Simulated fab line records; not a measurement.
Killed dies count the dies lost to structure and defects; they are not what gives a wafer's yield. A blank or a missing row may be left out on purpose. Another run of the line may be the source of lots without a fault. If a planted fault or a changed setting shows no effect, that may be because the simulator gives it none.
Struck lot and sound lot, side by side || flow n5 finfet || 41 out of 1938 route steps
Sound: these wafers, L288.1, L288.4, L288.6. The struck wafers were L275.1, L275.2, L275.3. The cause comes at the end.
Per side, at each step with rows, come the tool, then ch with its chambers, and then its first start. Under that, the readings that differ: sound wafers || struck wafers || difference of the means || sigmas: that difference in standard deviations of wafers without a fault.
alike: readings whose means differ by less than 2 such deviations, and words and numbers that are the same on both sides. not compared: withheld readings, readings that some wafer has no value for, bounds like >300 that may hide the same value, and numbers for which the record gives no deviation and whose values overlap.
The two part at a step that has a row with sigmas, a row that says differs or no value, or rows on one side only. Non-overlapping numbers with no deviation appear without sigmas and do not part them. A reading missing from all wafers of one side parts the sides only when that side holds two or more wafers.

first, 9 steps without rows for these wafers: N5_BEOL_M4_ANNEAL_95 (time 240 s); N5_BEOL_M4_SPUTTER_96 (material Cu, target thk 4.5 nm, time 8.29 s); N5_BEOL_M4_ECD_50 (material Cu, target thk 300 nm); N5_BEOL_M4_ANNEAL_51 (time 90 s); N5_BEOL_M4_CMP_52 (polishes, stops on SiOC, t overpolish 6.8 s, target thk 40 nm); N5_BEOL_M4_PRE_CLEAN_60 (time 15 s); N5_BEOL_M4_CO_CAP_55 (material Co, precursor CCTBA/H2, target thk 2 nm, time 102.1 s); N5_BEOL_M4_PRE_CLEAN_56 (time 15 s); N5_BEOL_M4_DEP_57 (deposits SiCN from 3MS/NH3, target thk 8 nm, time 14 s).
N5_BEOL_M4_RC_MEAS_101:
  sound on prober-02 ch 0, day 15 19:31; struck on prober-02 ch 0, day 13 00:52
{"reading": "ION_P (uA/um)", "sound": "467 476 478", "struck": "448 459 458", "difference": -19, "sigmas": -2}
{"reading": "SS_N (mV/dec)", "sound": "70.1 71.4 70.3", "struck": "72.1 72.6 72.1", "difference": "+1.7", "sigmas": "+2"}
  alike: DIBL_N, DIBL_P, IOFF_N, IOFF_P, ION_N, SS_P, VT_N, VT_P
then, 24 steps without rows for these wafers: N5_BEOL_M5_ILD_DEP_00 (deposits SiCOH lowk from DEMS/porogen, target thk 140.64 nm, time 25.9 s); N5_BEOL_M5_CURE_79 (cures SiCOH lowk, time 240 s); N5_BEOL_M5_PECVD_70 (deposits SiO2 from TEOS/O2, target thk 16 nm, time 18 s); N5_BEOL_M5_HM_DEP_02 (deposits TiN, target thk 20 nm); N5_BEOL_M5_COAT_59 (time 60 s, resist thk 60 nm); N5_BEOL_M5_COAT_60 (time 60 s, resist thk 12 nm); N5_BEOL_M5_COAT_71 (time 60 s, resist thk 5 nm); N5_BEOL_M5_COAT_05 (resist thk 30 nm); N5_BEOL_M5_EBR_07; N5_BEOL_M5_SOFTBAKE_06 (time 60 s); N5_BEOL_M5_EXPOSE_08 (exposes mask M5, target cd 28 nm); N5_BEOL_M5_PEB_09 (peb time 60 s); N5_BEOL_M5_DEVELOP_10 (develop time 30 s); N5_BEOL_M5_DESCUM_16 (chemistry O2, time 7 s); N5_BEOL_M5_ETCH_72 (etches underlayer in N2/H2, target depth 6.5 nm, time 5.2 s); N5_BEOL_M5_ETCH_61 (etches SiARC in CF4, target depth 15.6 nm, time 26 s); N5_BEOL_M5_ETCH_62 (etches SOC in N2/H2, target depth 75 nm, overetch 15 nm, time 112.5 s); N5_BEOL_M5_STRIP_63 (strips in N2/H2); N5_BEOL_M5_STRIP_73 (strips in N2/H2); N5_BEOL_M5_STRIP_64 (strips in CF4); N5_BEOL_M5_HM_OPEN_17 (chemistry Cl2/BCl3, target TiN, target depth 20 nm, overetch 6 nm); N5_BEOL_M5_STRIP_19 (strips in O2); N5_BEOL_M5_COAT_65 (time 60 s, resist thk 60 nm); N5_BEOL_M5_COAT_66 (time 60 s, resist thk 12 nm).
-- a jump in the record: the struck wafers' starts before and after are 2 days apart (it breaks off in module BEOL_M5 and resumes in module BEOL_M10, where the first step shown is number 1490 of the route) --
N5_BEOL_M10_STRIP_67: strips in CF4.
  sound on rie diel-03 ch 0,2,3, day 18 10:19; struck on rie diel-04 ch 0,1,3, day 15 03:06
  no value came back on the struck wafers for any of 8 readings (bias power w (W), cf4 flow sccm (sccm) and others); on the sound wafers bias power w (W) reads 75.30 74.93 74.90
{"reading": "model.SiARC_of_BEOL_M10_COAT_60.thk nm (nm)", "sound": "0 0 0", "struck": "23.4 24 23.2", "difference": "+23.5", "sigmas": ""}
  not compared: rf hours counter h
N5_BEOL_M10_STRIP_19: strips in O2.
  sound on rie diel-04 ch 0,1,2, day 18 10:28; struck on rie diel-03 ch 1,2,3, day 15 03:15
{"reading": "model.SOC_of_BEOL_M10_COAT_59.thk nm (nm)", "sound": "0 0 0", "struck": "92 91.8 92.2", "difference": "+92", "sigmas": ""}
  alike: chamber pressure mTorr, drypump motor current A, oes product au, rf vpp V, showerhead plenum p Torr, throttle valve pct
  not compared: rf hours counter h
N5_BEOL_M10_ETCH_66: etches SOC in N2/H2, target depth 120 nm, overetch 24 nm, time 180 s.
  sound on rie diel-04 ch 0,1,2, day 18 15:05; struck on rie diel-01 ch 0,1,3, day 15 04:14
{"reading": "oes product au (a.u.)", "sound": "0.67 0.65 0.69", "struck": "0.78 0.87 0.79", "difference": "+0.14", "sigmas": "+3"}
{"reading": "model.etch.depth nm (nm)", "sound": "99.73 99.31 99.49", "struck": "145.3 142.4 146.6", "difference": "+45.3", "sigmas": ""}
  alike: bias w, chamber pressure mTorr, drypump motor current A, rf vpp V, showerhead plenum p Torr, throttle valve pct
  not compared: rf hours counter h
N5_BEOL_M10_VIA_ETCH_34: etches SiCOH lowk in C4F6/O2, target depth 184.5 nm, time 69.2 s.
  sound on rie diel-04 ch 0,1,2, day 18 15:12; struck on rie diel-01 ch 0,1,3, day 15 04:21
{"reading": "oes product au (a.u.)", "sound": "0.83 0.81 0.86", "struck": "0.29 0.33 0.30", "difference": -0.53, "sigmas": -7}
  alike: bias w, chamber pressure mTorr, drypump motor current A, rf vpp V, showerhead plenum p Torr, throttle valve pct
  not compared: rf hours counter h
N5_BEOL_M10_ETCH_41: etches SiCN in CH3F/O2, target depth 42.6 nm, time 86 s.
  sound: rie diel-04 ch 0,1,2; struck: rie diel-01 ch 0,1,3
{"reading": "model.SiARC_of_BEOL_M10_COAT_60.thk nm (nm)", "sound": "0 0 0", "struck": "11 11.4 10.8", "difference": "+11", "sigmas": ""}
  alike: bias w, chamber pressure mTorr, drypump motor current A, oes product au, rf vpp V, showerhead plenum p Torr, throttle valve pct
  not compared: rf hours counter h
N5_BEOL_M10_OCD_MEAS_38:
  sound on ocd-01, day 18 15:29; struck on ocd-02, day 15 04:38
{"reading": "trench depth nm (nm)", "sound": "151 150 149", "struck": "- - -", "difference": "no value on the struck wafers", "sigmas": ""}
-- here the record skips 3 days between the struck wafers' starts before and after, leaving off in module BEOL_M10 and picking up in module PASSIVATION (first step shown: number 1936 of the route) --
N5_PASSIVATION_PROBE_49:
  the record has rows for the struck wafers here (prober-02, day 18 02:38) and none for the sound ones

## WHERE THEY PART
At N5_BEOL_M4_RC_MEAS_101 first; at N5_PASSIVATION_PROBE_49 last (within this record only).

WHY: the cause the simulator had injected
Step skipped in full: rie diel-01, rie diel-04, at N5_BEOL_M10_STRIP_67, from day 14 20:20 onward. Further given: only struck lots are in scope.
